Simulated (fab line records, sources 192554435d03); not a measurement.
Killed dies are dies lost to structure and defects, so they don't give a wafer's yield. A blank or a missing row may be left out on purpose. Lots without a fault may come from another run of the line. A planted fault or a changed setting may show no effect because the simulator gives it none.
Split-lot experiment | flow n5_finfet | 7 lots, 21 wafers read, on a route of 1938 steps

THE SPLIT
At N5_SD_EPI_P_ETCH_37 (etches SOC in N2/H2, overetch 108 nm, time 486 s), the setting source_w was moved away from the recipe's 3000 W on 4 of the 21 wafers read, by +6.6% to +15.9%. The other wafers ran this setting at the recipe's value.

The reading is taken at the split's own step.

THE READING
rf_vpp_V, in V, at N5_SD_EPI_P_ETCH_37 (etches SOC in N2/H2, overetch 108 nm, time 486 s). Fault-free wafers of this fab line usually give 241.2 V, standard deviation 1.5 V.

wafer  | tool, chamber at the split | source_w as run, W | against the recipe | rf_vpp_V, V | against lot-mates on the recipe
L074.3 | rie_diel-06, 3             | 3000               | recipe             | 238.9       | -
L074.4 | rie_diel-06, 1             | 3000               | recipe             | 240.6       | -
L074.6 | rie_diel-06, 0             | 3000               | recipe             | 240.8       | -
L076.1 | rie_diel-06, 0             | 3000               | recipe             | 241.4       | -
L076.3 | rie_diel-06, 3             | 3000               | recipe             | 240.2       | -
L076.4 | rie_diel-06, 3             | 3304               | +10.1%             | 232.4       | -8.4
L085.1 | rie_diel-03, 2             | 3000               | recipe             | 242.3       | -
L085.2 | rie_diel-03, 1             | 3000               | recipe             | 241.7       | -
L085.6 | rie_diel-03, 1             | 3000               | recipe             | 242.1       | -
L086.1 | rie_diel-02, 0             | 3000               | recipe             | 240.3       | -
L086.4 | rie_diel-02, 2             | 3000               | recipe             | 237.5       | -
L086.6 | rie_diel-02, 3             | 3000               | recipe             | 241.8       | -
L089.1 | rie_diel-02, 0             | 3000               | recipe             | 238.4       | -
L089.4 | rie_diel-02, 1             | 3476               | +15.9%             | 228.1       | -10.3
L089.6 | rie_diel-02, 0             | 3476               | +15.9%             | 229.3       | -9.1
L090.1 | rie_diel-03, 3             | 3000               | recipe             | 242.9       | -
L090.3 | rie_diel-03, 2             | 3000               | recipe             | 241.6       | -
L090.6 | rie_diel-03, 3             | 3197               | +6.6%              | 236.9       | -5.3
L093.4 | rie_diel-03, 1             | 3000               | recipe             | 242.9       | -
L093.5 | rie_diel-03, 1             | 3000               | recipe             | 242.0       | -
L093.6 | rie_diel-03, 2             | 3000               | recipe             | 244.0       | -

THE FIT
A straight line over all 21 wafers: rf_vpp_V changes by -0.788 V for each +1% of source_w; r = -0.93; the points scatter about the line by 1.6 V.
The same after taking each lot's own level away (the mean of its wafers on the recipe; 21 wafers): -0.654 V for each +1%; r = -0.96; scatter 1.1 V.
On that fit, the largest move of source_w shifts the reading by 10 V.
The lots' own levels span 238.40 to 242.97 V, that is 3.0 times the standard deviation above.
So the lot-to-lot level changes the slope: the two fits differ.
Check: with one of the wafers moved furthest among these (+15.9%) left out of the fit, the line predicts -10.5 V for it against its lot-mates. It came out at -10.3 V against them.
Tool readings at the split's step, against how far the setting was moved: rf_vpp_V r = -0.93.

OTHER SPLITS ON THESE WAFERS
These wafers also went through other splits before the reading. Each is held against what the fit with the lots' levels taken away leaves over:
other split on the same wafers            | wafers away from the commonest value | r with rf_vpp_V (lot level and that fit taken away)
N5_PMOS_HMC_CHANNEL_EPI_EXPOSE_06 dose_mj | 8                                    | +0.39
N5_PMOS_HMC_CHANNEL_EPI_ETCH_32 bias_w    | 9                                    | -0.29
N5_FIN_CUT_COAT_19 spin_rpm               | 6                                    | +0.18
N5_DUMMY_GATE_COAT_09 spin_rpm            | 4                                    | -0.21
N5_DUMMY_GATE_EXPOSE_12 dose_mj           | 3                                    | -0.14
N5_SD_EPI_P_PEB_07 peb_time_s             | 7                                    | +0.04

THE WHOLE CHAIN: every reading that the file lists as answering this split, in the file's order
step                | what it does                                     | reading                                                                           | change (the file's fit)               | r (the file's)
N5_SD_EPI_P_ETCH_37 | etches SOC in N2/H2, overetch 108 nm, time 486 s | rf_vpp_V                                                                          | -0.688 V for each +1% of the setting  | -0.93
N5_SD_EPI_P_ETCH_37 | etches SOC in N2/H2, overetch 108 nm, time 486 s | SiARC_of_SD_EPI_P_COAT_35.thk_nm (the simulator's own value, which no gauge read) | -0.132 nm for each +1% of the setting | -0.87

THE FILE'S OWN FIT
rf_vpp_V changes by -0.688 V for each +1% of source_w, r = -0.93.
